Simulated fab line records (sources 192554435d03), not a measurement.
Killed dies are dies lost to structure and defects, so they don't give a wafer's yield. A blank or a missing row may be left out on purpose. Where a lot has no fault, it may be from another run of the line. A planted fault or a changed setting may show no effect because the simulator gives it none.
Split-lot study :: flow n5 finfet :: 7 lots, 21 wafers read, on a route of 1938 steps

== ON THE SPLIT ==
At N5_BEOL_M0_CUTY_COAT_51 (resist thk 150 nm), the setting spin rpm was moved away from the recipe's 1500 rpm on 7 of the 21 wafers read, by -9.1% to -4.1%. All remaining wafers had this setting at the recipe value.

== FROM THE SPLIT TO THE READING: what the file shows between them, 5 steps ==
- N5_BEOL_M0_CUTY_EXPOSE_54: exposes mask M0 ABLK (also split here: dose mj)
- N5_BEOL_M0_CUTY_PEB_55: peb time 60 s
- N5_BEOL_M0_CUTY_DEVELOP_56: develop time 30 s
- N5_BEOL_M0_CUTY_CD_MEAS_57: target cd 200 nm
- N5_BEOL_M0_CUTY_DESCUM_61: chemistry O2, time 7.9 s (also split here: time s)

== THE READING ==
CAR-ArF-block_of_BEOL_M0_CUTY_COAT_51.thk nm (the simulator's own value, which no gauge read), in nm, at N5_BEOL_M0_CUTY_ETCH_62 (etches SiARC in CF4, time 58.5 s). There is no usual value for it anywhere in the file. Here, 14 wafers ran the recipe; their average is 118.5 nm with a standard deviation of 0.53 nm.

wafer: L074.2
tool, chamber at the split: litho track-05, 0
spin rpm as run, rpm: 1438
against the recipe: -4.1%
CAR-ArF-block_of_BEOL_M0_CUTY_COAT_51.thk nm, nm: 122
against lot-mates on the recipe: no lot-mate on the recipe

wafer: L074.3
tool, chamber at the split: litho track-05, 0
spin rpm as run, rpm: 1438
against the recipe: -4.1%
CAR-ArF-block_of_BEOL_M0_CUTY_COAT_51.thk nm, nm: 121.8
against lot-mates on the recipe: no lot-mate on the recipe

wafer: L074.6
tool, chamber at the split: litho track-05, 0
spin rpm as run, rpm: 1438
against the recipe: -4.1%
CAR-ArF-block_of_BEOL_M0_CUTY_COAT_51.thk nm, nm: 121
against lot-mates on the recipe: no lot-mate on the recipe

wafer: L076.1
tool, chamber at the split: litho track-01, 0
spin rpm as run, rpm: 1500
against the recipe: recipe
CAR-ArF-block_of_BEOL_M0_CUTY_COAT_51.thk nm, nm: 120
against lot-mates on the recipe: -

wafer: L076.3
tool, chamber at the split: litho track-01, 0
spin rpm as run, rpm: 1363
against the recipe: -9.1%
CAR-ArF-block_of_BEOL_M0_CUTY_COAT_51.thk nm, nm: 127.4
against lot-mates on the recipe: +7.4

wafer: L076.5
tool, chamber at the split: litho track-01, 0
spin rpm as run, rpm: 1363
against the recipe: -9.1%
CAR-ArF-block_of_BEOL_M0_CUTY_COAT_51.thk nm, nm: 127.2
against lot-mates on the recipe: +7.2

wafer: L077.1
tool, chamber at the split: litho track-02, 0
spin rpm as run, rpm: 1500
against the recipe: recipe
CAR-ArF-block_of_BEOL_M0_CUTY_COAT_51.thk nm, nm: 117.8
against lot-mates on the recipe: -

wafer: L077.3
tool, chamber at the split: litho track-02, 0
spin rpm as run, rpm: 1500
against the recipe: recipe
CAR-ArF-block_of_BEOL_M0_CUTY_COAT_51.thk nm, nm: 118.6
against lot-mates on the recipe: -

wafer: L077.5
tool, chamber at the split: litho track-02, 0
spin rpm as run, rpm: 1500
against the recipe: recipe
CAR-ArF-block_of_BEOL_M0_CUTY_COAT_51.thk nm, nm: 118.6
against lot-mates on the recipe: -

wafer: L087.3
tool, chamber at the split: litho track-02, 0
spin rpm as run, rpm: 1500
against the recipe: recipe
CAR-ArF-block_of_BEOL_M0_CUTY_COAT_51.thk nm, nm: 117.8
against lot-mates on the recipe: -

wafer: L087.4
tool, chamber at the split: litho track-02, 0
spin rpm as run, rpm: 1500
against the recipe: recipe
CAR-ArF-block_of_BEOL_M0_CUTY_COAT_51.thk nm, nm: 118.2
against lot-mates on the recipe: -

wafer: L087.6
tool, chamber at the split: litho track-02, 0
spin rpm as run, rpm: 1500
against the recipe: recipe
CAR-ArF-block_of_BEOL_M0_CUTY_COAT_51.thk nm, nm: 118.6
against lot-mates on the recipe: -

wafer: L089.2
tool, chamber at the split: litho track-01, 0
spin rpm as run, rpm: 1367
against the recipe: -8.9%
CAR-ArF-block_of_BEOL_M0_CUTY_COAT_51.thk nm, nm: 126.6
against lot-mates on the recipe: +7.8

wafer: L089.4
tool, chamber at the split: litho track-01, 0
spin rpm as run, rpm: 1500
against the recipe: recipe
CAR-ArF-block_of_BEOL_M0_CUTY_COAT_51.thk nm, nm: 118.8
against lot-mates on the recipe: -

wafer: L089.6
tool, chamber at the split: litho track-01, 0
spin rpm as run, rpm: 1367
against the recipe: -8.9%
CAR-ArF-block_of_BEOL_M0_CUTY_COAT_51.thk nm, nm: 126.6
against lot-mates on the recipe: +7.8

wafer: L090.2
tool, chamber at the split: litho track-02, 0
spin rpm as run, rpm: 1500
against the recipe: recipe
CAR-ArF-block_of_BEOL_M0_CUTY_COAT_51.thk nm, nm: 118.8
against lot-mates on the recipe: -

wafer: L090.4
tool, chamber at the split: litho track-02, 0
spin rpm as run, rpm: 1500
against the recipe: recipe
CAR-ArF-block_of_BEOL_M0_CUTY_COAT_51.thk nm, nm: 118.4
against lot-mates on the recipe: -

wafer: L090.5
tool, chamber at the split: litho track-02, 0
spin rpm as run, rpm: 1500
against the recipe: recipe
CAR-ArF-block_of_BEOL_M0_CUTY_COAT_51.thk nm, nm: 118.8
against lot-mates on the recipe: -

wafer: L091.1
tool, chamber at the split: litho track-01, 0
spin rpm as run, rpm: 1500
against the recipe: recipe
CAR-ArF-block_of_BEOL_M0_CUTY_COAT_51.thk nm, nm: 118
against lot-mates on the recipe: -

wafer: L091.2
tool, chamber at the split: litho track-01, 0
spin rpm as run, rpm: 1500
against the recipe: recipe
CAR-ArF-block_of_BEOL_M0_CUTY_COAT_51.thk nm, nm: 118.6
against lot-mates on the recipe: -

wafer: L091.3
tool, chamber at the split: litho track-01, 0
spin rpm as run, rpm: 1500
against the recipe: recipe
CAR-ArF-block_of_BEOL_M0_CUTY_COAT_51.thk nm, nm: 118.4
against lot-mates on the recipe: -

FIT RESULTS
A straight line over all 21 wafers: CAR-ArF-block_of_BEOL_M0_CUTY_COAT_51.thk nm changes by -0.92 nm for each +1% of spin rpm; r = -0.99; the points scatter about the line by 0.57 nm.
The same after taking each lot's own level away (the mean of its wafers on the recipe; 18 wafers): -0.838 nm for each +1%; r = -1.00; scatter 0.31 nm.
Per that fit: largest spin rpm move, reading shift of 7.7 nm.
Measured against the standard deviation above, the lots' own levels, which go from 118.20 to 120.00 nm, span 3.4 times it.
Consequently the slope shifts little with the lot-to-lot level, the two slopes agreeing.
Check: for one of the wafers moved furthest among these (-9.1%), held out of the fit, the line's prediction against its lot-mates is +7.75 nm. Against them it came out at +7.4 nm.

== FURTHER SPLITS ON THESE WAFERS ==
Note: prior to the reading, these wafers also went through further splits. Each is held against what the fit with the lots' levels taken away leaves over:
other split on the same wafers: N5_MOL_CONTACT_COAG_COAT_103 spin rpm
wafers away from the commonest value: 9
r with CAR-ArF-block_of_BEOL_M0_CUTY_COAT_51.thk nm (lot level and that fit taken away): +0.03

other split on the same wafers: N5_MOL_CONTACT_COAG_PECVD_31 temp c
wafers away from the commonest value: 7
r with CAR-ArF-block_of_BEOL_M0_CUTY_COAT_51.thk nm (lot level and that fit taken away): +0.31

other split on the same wafers: N5_MOL_CONTACT_COAG_ETCH_67 source w
wafers away from the commonest value: 3
r with CAR-ArF-block_of_BEOL_M0_CUTY_COAT_51.thk nm (lot level and that fit taken away): -0.25

other split on the same wafers: N5_BEOL_M0_CUTY_EXPOSE_54 dose mj
wafers away from the commonest value: 8
r with CAR-ArF-block_of_BEOL_M0_CUTY_COAT_51.thk nm (lot level and that fit taken away): +0.06

other split on the same wafers: N5_BEOL_M0_CUTY_DESCUM_61 time s
wafers away from the commonest value: 4
r with CAR-ArF-block_of_BEOL_M0_CUTY_COAT_51.thk nm (lot level and that fit taken away): +0.00

== THE WHOLE CHAIN: every reading that the file lists as answering this split, in the file's order ==
step: N5_BEOL_M0_CUTY_COAT_51
what it does: resist thk 150 nm
reading: CAR-ArF-block_of_BEOL_M0_CUTY_COAT_51.thk nm (the simulator's own value, which no gauge read)
change (the file's fit): -0.833 nm for each +1% of the setting
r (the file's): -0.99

step: N5_BEOL_M0_CUTY_DEVELOP_56
what it does: develop time 30 s
reading: CAR-ArF-block_of_BEOL_M0_CUTY_COAT_51.thk nm (the simulator's own value, which no gauge read)
change (the file's fit): -0.822 nm for each +1% of the setting
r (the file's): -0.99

step: N5_BEOL_M0_CUTY_DESCUM_61
what it does: chemistry O2, time 7.9 s
reading: CAR-ArF-block_of_BEOL_M0_CUTY_COAT_51.thk nm (the simulator's own value, which no gauge read)
change (the file's fit): -0.849 nm for each +1% of the setting
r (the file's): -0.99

step: N5_BEOL_M0_CUTY_ETCH_62
what it does: etches SiARC in CF4, time 58.5 s
reading: CAR-ArF-block_of_BEOL_M0_CUTY_COAT_51.thk nm (the simulator's own value, which no gauge read)
change (the file's fit): -0.838 nm for each +1% of the setting
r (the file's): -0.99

== FILE'S OWN FIT ==
CAR-ArF-block_of_BEOL_M0_CUTY_COAT_51.thk nm changes by -0.838 nm for each +1% of spin rpm, r = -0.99.
